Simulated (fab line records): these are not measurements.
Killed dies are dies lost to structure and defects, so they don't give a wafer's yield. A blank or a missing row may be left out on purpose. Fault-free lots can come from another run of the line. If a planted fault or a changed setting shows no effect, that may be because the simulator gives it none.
fab line records	flow n5_finfet
record: lots: 7	wafers: 39
route steps=1938 shown FIN_SAQP@138 SDB@347 MOL_CONTACT_COAG@616
start_h: start of the lot's first displayed wafer, in hours after the record's first day	wait_h: hours from the lot's prior step to this one	" the same as in the row above	L1.1+2: a single row standing in for several wafers	- no value present, or no start provided	* or withheld: withheld	< > ~ a bound
route shown NAME@n: names a module that has steps shown in the file, with the first one's number in the route	usual: the fault-free wafers' mean and standard deviation	same: alike in all rows	chamber/n: place in a boat	sites: the reading at each site	_std_site: the values' standard deviation	_edge_site: inner sites' mean taken away from outer sites' mean	radius_mm: how far each site lies from the wafer's centre	mask NAME#n: copy n	behind: the tool/chamber that last shaped the wafer	hold: why the lot was held/for how many hours/how that ended	device: the n, p or np transistor that did not switch	end of line: at the end of the route, the tests of the same wafers	a step without rows: its recipe alone	killed: count of dies lost to structure and defects at first sort (not the wafer's yield)	map: per-die view of a wafer (x killed, . not killed, _ where there is no die)
set.NAME: the run value of the setting; set.NAME@STEP: its run value at that earlier step	model.NAME: the simulator's own value behind a step, which no gauge read
one table per step and one row per wafer, for lots whose settings were changed on purpose
== steps ==
step: N5_FIN_SAQP_SPACER2_ALD_28
recipe: material: SiO2	target_thk_a: 81	temp_c: 300	ald_precursor_family: BDEAS	ald_co_reactant: O2-plasma	pulse_time_s: 1	purge_time_s: 2	co_reactant_purge_time_s: 2	pressure_torr: 2
lot.wafer	tool	chamber	start_h	wait_h	set.target_thk_a	model.SiO2_of_FIN_SAQP_SPACER2_ALD_28.thk_nm
L083.1+2+3+4	ald_sin-01	3,0,2,1	80.61	0.1	81	8
L083.5+6	"	1,0	"	"	81	8.2
L084.1	ald_sin-02	2	85.51	0.1	81	8.2
L084.2+4+5	"	1,3,2	"	"	35.78	3.6
L084.3+6	"	0,3	"	"	81	8
L086.1+2+6	ald_sin-02	2,3,2	100.14	0.7	37.82	3.8
L086.3+4+5	"	1,0,1	"	"	81	8
L087.1+2+4	ald_sin-01	1,0,3	104.22	0.1	81	8
L091.1+2+5	ald_sin-03	0,2,1	129.53	0.1	81	8
L091.3+4+6	"	3,1,2	"	"	81	8.2
L092.1+5+6	ald_sin-02	1,0,1	133.11	0.1	81	8
L092.2+3+4	"	2,3,0	"	"	81	8.2
L097.1+6	ald_sin-01	2	163.80	0.1	81	8.2
L097.2	"	3	"	"	81	8
L097.3+4+5	"	0,1,3	"	"	97.94	9.8
step: N5_FIN_SAQP_SPACER2_ETCHBACK_29
recipe: chemistry: CHF3/O2	mode: anisotropic_etchback	target: SiO2	target_depth_a: 122	time_s: 6.1	pressure_mtorr: 30	source_w: 650	bias_w: 170	Ar_flow_sccm: 200	CHF3_flow_sccm: 50	O2_flow_sccm: 5	ion_energy_ev: 200
step: N5_FIN_SAQP_MANDREL2_REMOVE_60
recipe: chemistry: HBr/Cl2/O2	bt_time_s: 10	target: a-Si	stop_on: SiNx	endpoint: OES-SiCl	over_etch_frac: 1	icp_w: 600	bias_w: 22	HBr_flow_sccm: 150	Cl2_flow_sccm: 80	O2_flow_sccm: 5	pressure_mtorr: 10
lot.wafer	tool	chamber	start_h	wait_h	set.target_thk_a@FIN_SAQP_SPACER2_ALD_28	model.FIN_SAQP.cd_nm
L083.1	rie_si-02	2	81.08	0.1	81	8
L083.2+3+4+5+6	"	0,1,3,1,0	"	"	81	8.2
L084.1	rie_si-04	3	85.96	0.1	81	8
L084.2+5	"	0,1	"	"	35.78	3.6
L084.3+6	"	1,0	"	"	81	8.2
L084.4	"	2	"	"	35.78	3.4
L086.1	rie_si-04	2	100.55	0.1	37.82	3.8
L086.2	"	3	"	"	37.82	3.6
L086.3+4	"	0,1	"	"	81	8.2
L086.5	"	2	"	"	81	8
L086.6	"	1	"	"	37.82	4
L087.1+2+4	rie_si-05	1,2,3	104.86	0.1	81	8
L091.1+5+6	rie_si-04	2,2,3	129.95	0.1	81	8
L091.2	"	3	"	"	81	7.8
L091.3+4	"	1	"	"	81	8.2
L092.1+3+4+5+6	rie_si-05	0,2,1,1,0	133.64	0.1	81	8.2
L092.2	"	3	"	"	81	8
L097.1+2+6	rie_si-02	2,0,0	164.21	0.1	81	8.2
L097.3	"	3	"	"	97.94	9.8
L097.4+5	"	1	"	"	97.94	10
step: N5_FIN_SAQP_CD_MEAS_31
recipe: target_cd_nm: 8	landing_energy_ev: 1000	detector: se_inlens	polarity: line
usual: cd_nm: 8.09/0.25
lot.wafer	tool	chamber	start_h	wait_h	set.target_thk_a@FIN_SAQP_SPACER2_ALD_28	cd_nm
L083.1	cd_sem-02	0	81.19	0.1	81	8.16
L083.2	"	0	"	"	81	8.07
L083.3	"	0	"	"	81	8.30
L083.4	"	0	"	"	81	8.16
L083.5	"	0	"	"	81	7.86
L083.6	"	0	"	"	81	8.04
L084.1	cd_sem-02	0	86.07	0.1	81	8.20
L084.2	"	0	"	"	35.78	3.34
L084.3	"	0	"	"	81	8.16
L084.4	"	0	"	"	35.78	3.61
L084.5	"	0	"	"	35.78	3.50
L084.6	"	0	"	"	81	7.92
L086.1	cd_sem-02	0	100.66	0.1	37.82	3.70
L086.2	"	0	"	"	37.82	3.46
L086.3	"	0	"	"	81	7.93
L086.4	"	0	"	"	81	7.97
L086.5	"	0	"	"	81	8.19
L086.6	"	0	"	"	37.82	4.43
L087.1	cd_sem-01	0	104.97	0.1	81	8.16
L087.2	"	0	"	"	81	8.28
L087.4	"	0	"	"	81	7.85
L091.1	cd_sem-02	0	130.06	0.1	81	7.71
L091.2	"	0	"	"	81	7.97
L091.3	"	0	"	"	81	7.84
L091.4	"	0	"	"	81	8.08
L091.5	"	0	"	"	81	7.79
L091.6	"	0	"	"	81	7.79
L092.1	cd_sem-03	0	133.75	0.1	81	7.93
L092.2	"	0	"	"	81	7.80
L092.3	"	0	"	"	81	7.97
L092.4	"	0	"	"	81	8.29
L092.5	"	0	"	"	81	8.44
L092.6	"	0	"	"	81	8.19
L097.1	cd_sem-03	0	164.32	0.1	81	8.37
L097.2	"	0	"	"	81	7.97
L097.3	"	0	"	"	97.94	10.35
L097.4	"	0	"	"	97.94	9.57
L097.5	"	0	"	"	97.94	10.04
L097.6	"	0	"	"	81	8.31
step: N5_FIN_SAQP_HM_OPEN_33
recipe: chemistry: CH3F/O2	target: SiNx	mask_material: SiO2	target_depth_a: 494	time_s: 70.6	pressure_mtorr: 30	source_w: 395	bias_w: 73	Ar_flow_sccm: 150	CH3F_flow_sccm: 30	O2_flow_sccm: 20	ion_energy_ev: 120	ends: cleared
step: N5_FIN_SAQP_ETCH_34
recipe: chemistry: C4F6/O2	target: SiO2	target_depth_a: 450	time_s: 15	ion_energy_ev: 250	pressure_mtorr: 30	source_w: 345	bias_w: 185	Ar_flow_sccm: 300	C4F6_flow_sccm: 10	O2_flow_sccm: 10	ends: cleared
lot.wafer	tool	chamber	start_h	wait_h	set.target_thk_a@FIN_SAQP_SPACER2_ALD_28	model.FIN_SAQP.cd_nm
L083.1+2+5	rie_diel-04	1,0,0	81.31	0.0	81	8.2
L083.3+6	"	3	"	"	81	8
L083.4	"	1	"	"	81	8.4
L084.1+6	rie_diel-04	0,2	86.23	0.0	81	8
L084.2	"	3	"	"	35.78	3.4
L084.3	"	1	"	"	81	8.4
L084.4	"	2	"	"	35.78	3.2
L084.5	"	3	"	"	35.78	3.6
L086.1	rie_diel-01	2	100.78	0.0	37.82	3.6
L086.2+6	"	3,1	"	"	37.82	3.8
L086.3	"	0	"	"	81	8.2
L086.4+5	"	1,2	"	"	81	8
L087.1	rie_diel-01	1	105.17	0.0	81	8
L087.2	"	3	"	"	81	8.2
L087.4	"	2	"	"	81	7.8
L091.1+5	rie_diel-04	3,0	130.30	0.0	81	7.8
L091.2	"	2	"	"	81	7.6
L091.3+6	"	0,1	"	"	81	8
L091.4	"	1	"	"	81	8.2
L092.1+3+4	rie_diel-04	2,0,3	133.87	0.0	81	8
L092.2	"	1	"	"	81	7.8
L092.5+6	"	0,1	"	"	81	8.2
L097.1+2+6	rie_diel-04	3,0,0	164.44	0.0	81	8
L097.3+5	"	1	"	"	97.94	9.8
L097.4	"	2	"	"	97.94	9.6
step: N5_FIN_SAQP_STRIP_77
recipe: chemistry: N2/H2	time_s: 90	power_w: 100	temp_c: 40	pressure_mtorr: 100	rf_frequency_hz: 6e+07	bias_power_w: 3	n2_flow_sccm: 300	h2_flow_sccm: 300
step: N5_FIN_SAQP_HM_CD_35
recipe: target_cd_nm: 8	polarity: line
usual: cd_nm: 8.03/0.28
lot.wafer	tool	chamber	start_h	wait_h	set.target_thk_a@FIN_SAQP_SPACER2_ALD_28	cd_nm
L083.1	cd_sem-03	-	81.46	0.1	81	8.47
L083.2	"	-	"	"	81	8.18
L083.3	"	-	"	"	81	8.17
L083.4	"	-	"	"	81	8.23
L083.5	"	-	"	"	81	8.17
L083.6	"	-	"	"	81	8.03
L084.1	cd_sem-01	-	86.38	0.1	81	8.04
L084.2	"	-	"	"	35.78	3.40
L084.3	"	-	"	"	81	8.26
L084.4	"	-	"	"	35.78	3.32
L084.5	"	-	"	"	35.78	3.40
L084.6	"	-	"	"	81	8.20
L086.1	cd_sem-01	-	100.92	0.1	37.82	3.55
L086.2	"	-	"	"	37.82	3.60
L086.3	"	-	"	"	81	8.33
L086.4	"	-	"	"	81	8.42
L086.5	"	-	"	"	81	7.64
L086.6	"	-	"	"	37.82	3.93
L087.1	cd_sem-02	-	105.32	0.1	81	7.73
L087.2	"	-	"	"	81	8.17
L087.4	"	-	"	"	81	8.00
L091.1	cd_sem-02	-	130.45	0.1	81	7.93
L091.2	"	-	"	"	81	7.65
L091.3	"	-	"	"	81	7.94
L091.4	"	-	"	"	81	8.02
L091.5	"	-	"	"	81	7.76
L091.6	"	-	"	"	81	8.03
L092.1	cd_sem-03	-	134.02	0.1	81	8.13
L092.2	"	-	"	"	81	8.12
L092.3	"	-	"	"	81	8.04
L092.4	"	-	"	"	81	7.92
L092.5	"	-	"	"	81	8.06
L092.6	"	-	"	"	81	8.16
L097.1	cd_sem-01	-	164.59	0.1	81	8.14
L097.2	"	-	"	"	81	8.16
L097.3	"	-	"	"	97.94	9.57
L097.4	"	-	"	"	97.94	9.81
L097.5	"	-	"	"	97.94	9.73
L097.6	"	-	"	"	81	8.06
step: N5_FIN_SAQP_ETCH_64
recipe: chemistry: CF4	target: SiO2	target_depth_a: 15	ion_energy_ev: 350	pressure_mtorr: 10	icp_w: 800	bias_w: 400	cf4_flow_sccm: 80
step: N5_FIN_SAQP_FIN_ETCH_36
recipe: chemistry: HBr/Cl2/O2	target_depth_a: 1200	mask_material: SiNx	time_s: 50.4	bias_w: 102	pressure_mtorr: 10	icp_w: 800	HBr_flow_sccm: 150	Cl2_flow_sccm: 80	O2_flow_sccm: 12
step: N5_FIN_SAQP_CD_MEAS_37
recipe: target_cd_nm: 8	polarity: line
usual: cd_nm: 8.04/0.29
lot.wafer	tool	chamber	start_h	wait_h	set.target_thk_a@FIN_SAQP_SPACER2_ALD_28	cd_nm
L083.1	cd_sem-03	-	81.65	0.1	81	8.64
L083.2	"	-	"	"	81	7.76
L083.3	"	-	"	"	81	8.22
L083.4	"	-	"	"	81	8.43
L083.5	"	-	"	"	81	8.40
L083.6	"	-	"	"	81	7.98
L084.1	cd_sem-03	-	86.57	0.1	81	8.00
L084.2	"	-	"	"	35.78	3.36
L084.3	"	-	"	"	81	8.15
L084.4	"	-	"	"	35.78	3.39
L084.5	"	-	"	"	35.78	3.97
L084.6	"	-	"	"	81	8.02
L086.1	cd_sem-01	-	101.11	0.1	37.82	3.52
L086.2	"	-	"	"	37.82	3.65
L086.3	"	-	"	"	81	8.26
L086.4	"	-	"	"	81	8.05
L086.5	"	-	"	"	81	8.10
L086.6	"	-	"	"	37.82	3.94
L087.1	cd_sem-03	-	105.51	0.1	81	7.60
L087.2	"	-	"	"	81	8.11
L087.4	"	-	"	"	81	7.59
L091.1	cd_sem-03	-	130.64	0.1	81	7.83
L091.2	"	-	"	"	81	7.48
L091.3	"	-	"	"	81	8.46
L091.4	"	-	"	"	81	7.95
L091.5	"	-	"	"	81	7.82
L091.6	"	-	"	"	81	7.93
L092.1	cd_sem-02	-	134.21	0.1	81	8.39
L092.2	"	-	"	"	81	7.64
L092.3	"	-	"	"	81	8.12
L092.4	"	-	"	"	81	7.93
L092.5	"	-	"	"	81	8.39
L092.6	"	-	"	"	81	8.28
L097.1	cd_sem-01	-	164.78	0.1	81	8.09
L097.2	"	-	"	"	81	7.92
L097.3	"	-	"	"	97.94	9.53
L097.4	"	-	"	"	97.94	9.13
L097.5	"	-	"	"	97.94	9.59
L097.6	"	-	"	"	81	7.91
step: N5_SDB_HM_DEP_00
recipe: material: SiNx	target_thk_a: 400	temp_c: 400	precursor: SiH4/NH3/N2	pressure_torr: 1.5	rf_w: 300	time_s: 35.3
lot.wafer	tool	chamber	start_h	wait_h	set.target_thk_a	model.SiNx_of_SDB_HM_DEP_00.thk_nm
L083.1	pecvd-03	0	120.34	0.0	400	39.8
L083.2	"	1	"	"	400	40.2
L083.3	"	2	"	"	400	40
L083.4+6	"	1,2	"	"	400	40.8
L083.5	"	0	"	"	400	40.6
L084.1	pecvd-03	1	124.67	0.0	400	38.8
L084.2	"	2	"	"	176.9	17.4
L084.3+4	"	0	"	"	176.9	17
L084.5	"	1	"	"	400	39.8
L084.6	"	2	"	"	400	40.4
L086.1	pecvd-03	0	142.91	0.0	400	39.2
L086.2	"	2	"	"	400	39.4
L086.3	"	0	"	"	619.4	62.2
L086.4	"	2	"	"	619.4	61.8
L086.5	"	2	"	"	400	40.4
L086.6	"	0	"	"	619.4	62
L087.1	pecvd-04	2	144.37	0.0	400	39.6
L087.2+4	"	0,1	"	"	400	40.2
L091.1	pecvd-04	1	168.82	0.0	525.8	51
L091.2	"	2	"	"	525.8	51.8
L091.3	"	0	"	"	400	39
L091.4	"	0	"	"	400	39.6
L091.5	"	2	"	"	400	40
L091.6	"	1	"	"	525.8	52.4
L092.1+2	pecvd-01	0,2	171.43	0.0	400	39.2
L092.3	"	1	"	"	400	39.4
L092.4	"	1	"	"	574.2	57.6
L092.5	"	2	"	"	574.2	57.2
L092.6	"	0	"	"	574.2	57
L097.1+2	pecvd-04	2,1	203.25	0.0	400	38.6
L097.3	"	0	"	"	487.3	47.4
L097.4	"	2	"	"	400	39
L097.5	"	0	"	"	487.3	48.2
L097.6	"	1	"	"	487.3	48.4
step: N5_SDB_COAT_03
recipe: resist: SOC	temp_c: 250	time_s: 60	spin_rpm: 1500	resist_thk_nm: 100
step: N5_SDB_COAT_04
recipe: resist: SiARC	temp_c: 220	time_s: 60	spin_rpm: 1500	resist_thk_nm: 18
step: N5_SDB_STRIP_19
recipe: chemistry: N2/H2	temp_c: 40	n2_flow_sccm: 200	h2_flow_sccm: 200	rf_frequency_hz: 6e+07
step: N5_SDB_STRIP_21
recipe: chemistry: CF4	resist: SiARC	power_w: 300	bias_power_w: 75	pressure_mtorr: 50	cf4_flow_sccm: 150	rf_frequency_hz: 6e+07
step: N5_SDB_HM_OPEN_20
recipe: chemistry: CH3F/O2	target: SiNx	mask_material: SOC	target_depth_a: 240	stop_on: poly-Si	over_etch_frac: 0.4	ion_energy_ev: 120	pressure_mtorr: 30	source_w: 395	bias_w: 73	Ar_flow_sccm: 150	CH3F_flow_sccm: 30	O2_flow_sccm: 20
lot.wafer	tool	chamber	start_h	wait_h	set.target_thk_a@SDB_HM_DEP_00	model.etch.depth_nm
L083.1	rie_diel-04	3	121.59	0.0	400	23.89
L083.2	"	2	"	"	400	24.1
L083.3	"	0	"	"	400	23.96
L083.4	"	1	"	"	400	24.76
L083.5	"	3	"	"	400	24.65
L083.6	"	2	"	"	400	24.89
L084.1	rie_diel-01	3	125.45	0.0	400	22.75
L084.2	"	2	"	"	176.9	1.483
L084.3	"	1	"	"	176.9	1.058
L084.4	"	0	"	"	176.9	0.9596
L084.5	"	0	"	"	400	23.74
L084.6	"	1	"	"	400	24.36
L086.1	rie_diel-04	1	143.75	0.0	400	23.17
L086.2	"	3	"	"	400	23.35
L086.3	"	0	"	"	619.4	34.03
L086.4	"	2	"	"	619.4	34.07
L086.5	"	1	"	"	400	24.31
L086.6	"	2	"	"	619.4	34.55
L087.1	rie_diel-03	2	145.36	0.0	400	23.54
L087.2	"	3	"	"	400	24.25
L087.4	"	1	"	"	400	24.18
L091.1	rie_diel-03	3	169.59	0.0	525.8	33.36
L091.2	"	2	"	"	525.8	34.1
L091.3	"	0	"	"	400	22.91
L091.4	"	1	"	"	400	23.57
L091.5	"	1	"	"	400	23.92
L091.6	"	2	"	"	525.8	34.15
L092.1	rie_diel-03	1	172.20	0.0	400	23.13
L092.2	"	2	"	"	400	23.22
L092.3	"	3	"	"	400	23.31
L092.4	"	0	"	"	574.2	33.13
L092.5	"	3	"	"	574.2	33.38
L092.6	"	0	"	"	574.2	33.34
L097.1	rie_diel-01	3	204.02	0.0	400	22.6
L097.2	"	2	"	"	400	22.68
L097.3	"	0	"	"	487.3	31.41
L097.4	"	2	"	"	400	22.97
L097.5	"	0	"	"	487.3	32.16
L097.6	"	3	"	"	487.3	32.41
step: N5_SDB_STRIP_22
recipe: chemistry: N2/H2	power_w: 1000	temp_c: 250	h2_frac: 0.65	overash_fraction: 0.3	pressure_mtorr: withheld	n2_flow_sccm: 1750	h2_flow_sccm: 3250
step: N5_SDB_PRECLEAN_23
recipe: chemistry: dHF	time_s: 30	temp_c: 25	dilution: withheld
step: N5_SDB_DUMMY_REMOVE_24
recipe: chemistry: TMAH	temp_c: 70	target: poly-Si	stop_on: SiO2	target_depth_nm: 142	conc_wt_pct: 5	time_s: 57	dry: ipa_marangoni	rinse_time_s: 30	rinse_temp_c: 23
step: N5_SDB_ETCH_25
recipe: chemistry: C4F6/O2	target: SiO2	target_depth_a: 100	time_s: 3.3	ion_energy_ev: 250	mask_material: SiNx	pressure_mtorr: 30	source_w: 345	bias_w: 185	Ar_flow_sccm: 300	C4F6_flow_sccm: 10	O2_flow_sccm: 10
step: N5_SDB_CUT_ETCH_26
recipe: chemistry: HBr/Cl2/O2	target: Si	target_depth_a: 1296	bt_time_s: 20	mask_material: SiNx	time_s: 51.8	ion_energy_ev: *	bias_w: *	pressure_mtorr: 10	icp_w: 800	HBr_flow_sccm: 150	Cl2_flow_sccm: 80	O2_flow_sccm: 12
lot.wafer	tool	chamber	start_h	wait_h	set.target_thk_a@SDB_HM_DEP_00	model.SiNx_of_SDB_HM_DEP_00.thk_nm
L083.1+5	rie_si-05	1,0	122.57	0.1	400	21.8
L083.2+4	"	2,0	"	"	400	22.2
L083.3	"	3	"	"	400	21.6
L083.6	"	3	"	"	400	22.8
L084.1	rie_si-02	3	125.83	0.1	400	21.2
L084.2+3	"	0,1	"	"	176.9	0
L084.4	"	2	"	"	176.9	0.2
L084.5	"	1	"	"	400	21.8
L084.6	"	2	"	"	400	23.8
L086.1	rie_si-04	3	144.14	0.1	400	21.4
L086.2	"	1	"	"	400	22
L086.3	"	2	"	"	619.4	43.8
L086.4	"	3	"	"	619.4	44.2
L086.5	"	1	"	"	400	22.8
L086.6	"	2	"	"	619.4	43.6
L087.1	rie_si-02	0	146.06	0.1	400	22.2
L087.2+4	"	3,1	"	"	400	22.6
L091.1	rie_si-05	2	169.97	0.1	525.8	32.8
L091.2	"	1	"	"	525.8	33.8
L091.3	"	3	"	"	400	20.8
L091.4	"	0	"	"	400	21
L091.5	"	1	"	"	400	22
L091.6	"	2	"	"	525.8	34.4
L092.1+3	rie_si-04	3,0	173.01	0.1	400	21.2
L092.2	"	1	"	"	400	21.6
L092.4+6	"	2,3	"	"	574.2	39.2
L092.5	"	0	"	"	574.2	39
L097.1	rie_si-02	3	204.40	0.1	400	21
L097.2	"	2	"	"	400	21.8
L097.3	"	1	"	"	487.3	29.4
L097.4	"	0	"	"	400	21.2
L097.5	"	3	"	"	487.3	30.4
L097.6	"	0	"	"	487.3	31
step: N5_MOL_CONTACT_COAG_ETCH_124
recipe: chemistry: CH3F/O2	target: SiNx	target_depth_a: 65	mask_material: SOC	stop_on: SiOC	over_etch_frac: 0.3	ion_energy_ev: 120	pressure_mtorr: 30	source_w: 395	bias_w: 73	Ar_flow_sccm: 150	CH3F_flow_sccm: 30	O2_flow_sccm: 20	ends: end_point
lot.wafer	tool	chamber	start_h	wait_h	set.target_depth_a	model.SOC_of_MOL_CONTACT_COAG_COAT_62.thk_nm	model.etch.depth_nm
L083.1	rie_diel-03	3	155.46	0.0	65	48.6	5.036
L083.2	"	0	"	"	65	48.8	5.009
L083.3	"	1	"	"	65	48.4	5.047
L083.4	"	2	"	"	65	48.4	5.057
L083.5	"	0	"	"	65	48.6	5.053
L083.6	"	1	"	"	65	48.2	5.063
L084.1	rie_diel-03	3	165.37	0.0	51.9	49	5.05
L084.2	"	0	"	"	65	48.6	4.998
L084.3	"	1	"	"	51.9	48.8	5.05
L084.4	"	2	"	"	51.9	49.2	5.062
L084.5	"	2	"	"	65	48.4	5.019
L084.6	"	3	"	"	65	48.6	5.06
L086.1	rie_diel-04	3	179.17	0.0	43.21	49.8	4.157
L086.2	"	2	"	"	65	48.2	4.982
L086.3	"	0	"	"	65	48.4	4.939
L086.4	"	1	"	"	43.21	49.2	4.349
L086.5	"	0	"	"	65	48.2	4.97
L086.6	"	1	"	"	43.21	49	4.335
L087.1	rie_diel-01	1	179.28	0.0	65	48.2	5.068
L087.2	"	3	"	"	65	48.6	4.967
L087.4	"	0	"	"	65	48	5.049
L091.1	rie_diel-04	2	202.45	0.0	65	48.2	4.981
L091.2	"	1	"	"	33.42	49.8	3.422
L091.3	"	0	"	"	65	48.6	5.026
L091.4	"	3	"	"	65	49.2	4.968
L091.5	"	3	"	"	33.42	50.4	3.249
L091.6	"	2	"	"	33.42	49.8	3.389
L092.1	rie_diel-01	2	207.10	0.0	51.86	49.4	4.969
L092.2	"	0	"	"	65	48.2	4.996
L092.3	"	1	"	"	51.86	49	4.969
L092.4	"	3	"	"	51.86	49.4	4.994
L092.5	"	3	"	"	65	48.8	4.956
L092.6	"	0	"	"	65	48.2	5.025
L097.1	rie_diel-04	0	240.88	0.0	65	48.6	4.945
L097.2	"	1	"	"	32.1	50.2	3.231
L097.3	"	2	"	"	32.1	50	3.22
L097.4	"	2	"	"	65	48.4	5.016
L097.5	"	1	"	"	32.1	50.2	3.191
L097.6	"	0	"	"	65	48.6	4.959
== key ==
split: step: N5_FIN_SAQP_SPACER2_ALD_28	setting: target_thk_a	stated: 81	by: wafer
response: step: N5_FIN_SAQP_SPACER2_ALD_28	reading: model.SiO2_of_FIN_SAQP_SPACER2_ALD_28.thk_nm	change: +0.0794	per: 1%	r: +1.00
response: step: N5_FIN_SAQP_MANDREL2_REMOVE_60	reading: model.FIN_SAQP.cd_nm	change: +0.0819	per: 1%	r: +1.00
response: step: N5_FIN_SAQP_CD_MEAS_31	reading: cd_nm	change: +0.0807	per: 1%	r: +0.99
response: step: N5_FIN_SAQP_ETCH_34	reading: model.FIN_SAQP.cd_nm	change: +0.0831	per: 1%	r: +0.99
response: step: N5_FIN_SAQP_HM_CD_35	reading: cd_nm	change: +0.0841	per: 1%	r: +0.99
response: step: N5_FIN_SAQP_CD_MEAS_37	reading: cd_nm	change: +0.0808	per: 1%	r: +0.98
split: step: N5_SDB_HM_DEP_00	setting: target_thk_a	stated: 400	by: wafer
response: step: N5_SDB_HM_DEP_00	reading: model.SiNx_of_SDB_HM_DEP_00.thk_nm	change: +0.406	per: 1%	r: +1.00
response: step: N5_SDB_HM_OPEN_20	reading: model.etch.depth_nm	change: +0.295	per: 1%	r: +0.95
response: step: N5_SDB_CUT_ETCH_26	reading: model.SiNx_of_SDB_HM_DEP_00.thk_nm	change: +0.4	per: 1%	r: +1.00
split: step: N5_MOL_CONTACT_COAG_ETCH_124	setting: target_depth_a	stated: 65	by: wafer
response: step: N5_MOL_CONTACT_COAG_ETCH_124	reading: model.SOC_of_MOL_CONTACT_COAG_COAT_62.thk_nm	change: -0.0304	per: 1%	r: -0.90
response: step: N5_MOL_CONTACT_COAG_ETCH_124	reading: model.etch.depth_nm	change: +0.0279	per: 1%	r: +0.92
